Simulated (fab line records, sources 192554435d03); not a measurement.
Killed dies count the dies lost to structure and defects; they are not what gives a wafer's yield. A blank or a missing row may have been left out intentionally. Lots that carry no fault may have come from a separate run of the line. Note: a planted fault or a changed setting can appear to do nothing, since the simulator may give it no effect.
Chamber matching / flow n5Finfet / rieDiel-03 running N5_SD_EPI_P_ETCH_47: 4 sister chambers
The step etches SiOCN in CH3F/O2, target depth 25 nm. 4 wafers are shown with their chamber, then 8 later ones without.

## WAFERS, EACH WITH ITS CHAMBER
wafer=L177.6; chamber=3; showerheadPlenumPTorr (Torr)=2.12
wafer=L179.2; chamber=0; showerheadPlenumPTorr (Torr)=1.99
wafer=L180.5; chamber=1; showerheadPlenumPTorr (Torr)=1.97
wafer=L182.1; chamber=2; showerheadPlenumPTorr (Torr)=1.92

## WAFERS MISSING THEIR CHAMBER
wafer=L182.2; showerheadPlenumPTorr (Torr)=2.12
wafer=L182.6; showerheadPlenumPTorr (Torr)=1.99
wafer=L192.2; showerheadPlenumPTorr (Torr)=1.96
wafer=L192.3; showerheadPlenumPTorr (Torr)=2.11
wafer=L192.5; showerheadPlenumPTorr (Torr)=1.96
wafer=L194.1; showerheadPlenumPTorr (Torr)=1.92
wafer=L194.2; showerheadPlenumPTorr (Torr)=1.96
wafer=L194.3; showerheadPlenumPTorr (Torr)=2.11

## CHAMBER TAKEN BY EACH
wafer=L182.2; from the rows above=3; in truth=3
wafer=L182.6; from the rows above=0; in truth=0
wafer=L192.2; from the rows above=1; in truth=1
wafer=L192.3; from the rows above=3; in truth=3
wafer=L192.5; from the rows above=1; in truth=1
wafer=L194.1; from the rows above=2; in truth=2
wafer=L194.2; from the rows above=1; in truth=1
wafer=L194.3; from the rows above=3; in truth=3
Correctly placed: 8 of 8. Left unplaced by these rows: 0. Wrongly placed: 0.
How it was worked out, from the rows above alone: a wafer's distance from a chamber is the root of the sum, over the readings, of the square of ((its reading less the chamber's mean) divided by the reading's scatter). If the next closest chamber is less than 2 further off than the closest, the wafer can't be placed; otherwise it belongs to the closest. Each chamber's mean is taken over the wafers shown for it. The scatter (one wafer shown for each chamber): square how far every hidden wafer sits from the nearest shown wafer, average those squares and take the square root.
